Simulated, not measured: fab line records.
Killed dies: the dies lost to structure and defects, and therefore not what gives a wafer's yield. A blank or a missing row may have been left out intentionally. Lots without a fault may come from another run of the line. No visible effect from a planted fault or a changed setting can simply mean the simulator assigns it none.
A struck lot beside a sound one -- flow n5Finfet -- 20 steps out of a route of 1938
Sound: these wafers, L953.1, L953.2, L953.3. Wafers struck: L966.3, L966.4, L966.5. The cause is named last.
Each step with rows lists, per side, the tool, then ch with its chambers, then its first start. Under that, the readings that differ: sound wafers -- struck wafers -- difference of the means -- sigmas: that difference in standard deviations of wafers without a fault.
alike: same words and numbers on both sides, and readings whose means sit less than 2 such deviations apart. not compared: any withheld reading, any reading some wafer has no value for, any bound like >300 that may hide the same value, and any number with overlapping values for which the record gives no deviation.
The two part at a step that has a row with sigmas, a row that says differs or no value, or rows on one side only. Numbers that don't overlap but have no deviation are shown without sigmas and don't part them. Lack of a reading on every wafer of one side parts them only where that side has two or more wafers.

N5_PMOS_HMC_CHANNEL_EPI_OVL_MEAS_10:
  sound on overlay-02 ch 0, day 2 11:16; struck on overlay-02 ch 0, day 5 17:04
  alike: PMOS_HMC_BLK_OVL
N5_PMOS_HMC_CHANNEL_EPI_INSPECT_11: inspects for defects (macro).
  sound on defectInspect-02, day 2 11:17; struck on defectInspect-02, day 5 17:06
  alike: rawDefectCount
N5_PMOS_HMC_CHANNEL_EPI_DESCUM_14: chemistry O2, time 7.9 s.
  sound on rieDiel-04 ch 0,2,3, day 2 11:19; struck on rieDiel-03 ch 0,1,3, day 5 17:08
  alike: drypumpMotorCurrentA, oesProductAu, rfVppV, showerheadPlenumPTorr, throttleValvePct
  not compared: rfHoursCounterH
then, 1 step without rows for these wafers: N5_PMOS_HMC_CHANNEL_EPI_ETCH_32 (etches BARC in N2/H2, stops on SiO2, target depth 85.8 nm, time 50.3 s).
N5_PMOS_HMC_CHANNEL_EPI_HM_OPEN_15: chemistry CHF3/O2, target SiO2, target depth 40.6 nm, time 20.3 s.
  sound on rieDiel-04 ch 0,2,3, day 2 11:24; struck on rieDiel-03 ch 0,1,3, day 5 17:12
  alike: drypumpMotorCurrentA, oesProductAu, rfVppV, showerheadPlenumPTorr, throttleValvePct
  not compared: rfHoursCounterH
N5_PMOS_HMC_CHANNEL_EPI_STRIP_33: strips in N2/H2.
  sound on rieDiel-04 ch 0,2,3, day 2 11:28; struck on rieDiel-03 ch 0,1,3, day 5 17:16
  alike: drypumpMotorCurrentA, oesProductAu, rfVppV, showerheadPlenumPTorr, throttleValvePct
  not compared: rfHoursCounterH
then, 1 step without rows for these wafers: N5_PMOS_HMC_CHANNEL_EPI_STRIP_17 (strips in SPM, time 750 s).
N5_PMOS_HMC_CHANNEL_EPI_ETCH_38: etches SiO2 in CF4, target depth 1.5 nm.
  sound on rieSi-05 ch 0,1,2, day 2 11:46; struck on rieSi-05 ch 0,1,3, day 5 17:34
  alike: drypumpMotorCurrentA, oesProductAu, throttleValvePct
  not compared: rfHoursCounterH
then, 4 steps without rows for these wafers: N5_PMOS_HMC_CHANNEL_EPI_FIN_RECESS_16 (chemistry HBr/Cl2, target Si, target depth 54 nm, time 18 s); N5_PMOS_HMC_CHANNEL_EPI_PRECLEAN_36 (cleans in O3/DIW, time 45 s); N5_PMOS_HMC_CHANNEL_EPI_PRECLEAN_18 (cleans in DHF, time 30 s); N5_PMOS_HMC_CHANNEL_EPI_SRD_19 (time 30 s).
N5_PMOS_HMC_CHANNEL_EPI_EPI_20: deposits SiGe30, target thk 59 nm.
  sound on epiRpcvd-03 ch 0, day 2 11:57; struck on epiRpcvd-03 ch 0, day 5 18:09
  alike: chamberPressureTorr
then, 2 steps without rows for these wafers: N5_PMOS_HMC_CHANNEL_EPI_HM_STRIP_35 (strips SiO2 in dHF, material SiO2, target depth 39.6 nm, time 216 s); N5_PMOS_HMC_CHANNEL_EPI_SRD_39 (time 30 s).
N5_PMOS_HMC_CHANNEL_EPI_CMP_21: polishes SiGe30, target thk 54 nm.
  sound on cmp-03 ch 0,1,2, day 2 13:55; struck on cmp-03 ch 1,2,3, day 5 19:11
  alike: motorCurrentA
N5_PMOS_HMC_CHANNEL_EPI_THK_MEAS_22:
  sound on filmMetro-01, day 2 14:10; struck on filmMetro-02, day 5 19:24
reading,sound,struck,difference,sigmas
HMC_CMP_THK (nm),54.0 54.0 54.1,46.9 46.2 46.4,-7.5,-15
then, 1 step without rows for these wafers: N5_PMOS_HMC_CHANNEL_EPI_PRECLEAN_40 (cleans in DHF, time 30 s).
-- here the record skips 6 days between the struck wafers' starts before and after, leaving off in module PMOS_HMC_CHANNEL_EPI and picking up in module BEOL_M4 (first step shown: number 1111 of the route) --
N5_BEOL_M4_RC_MEAS_101:
  sound on prober-02 ch 0, day 9 03:38; struck on prober-02 ch 0, day 11 22:31
  alike: DIBL_N, DIBL_P, IOFF_N, IOFF_P, ION_N, ION_P, SS_N, SS_P, VT_N, VT_P
-- record jumps: 4 days separate the struck wafers' starts on either side; left off in module BEOL_M4, taken up again in module PASSIVATION, whose first shown step is the route's number 1936 --
N5_PASSIVATION_PROBE_49:
  sound on prober-02, day 13 05:35; struck on prober-02, day 16 10:23
reading,sound,struck,difference,sigmas
killedAtOther,13 9 6,0 0 1,-9,-3
sort_bin_6_memory (%),4.6 3.7 5.7,4.0 2.8 2.0,-1.7,-2
  alike: defectLimitedYield, killed_at_M0_to_M3, killed_at_M4_up, killedAtContacts, killedAtFrontEnd, killedDies, killedOpen, killedShort, sort_bin_5_function, sortNPass, sortYieldPct

== WHERE THEY PART ==
First at N5_PMOS_HMC_CHANNEL_EPI_THK_MEAS_22; last, within this record, at N5_PASSIVATION_PROBE_49.

WHY: the cause the simulator had injected
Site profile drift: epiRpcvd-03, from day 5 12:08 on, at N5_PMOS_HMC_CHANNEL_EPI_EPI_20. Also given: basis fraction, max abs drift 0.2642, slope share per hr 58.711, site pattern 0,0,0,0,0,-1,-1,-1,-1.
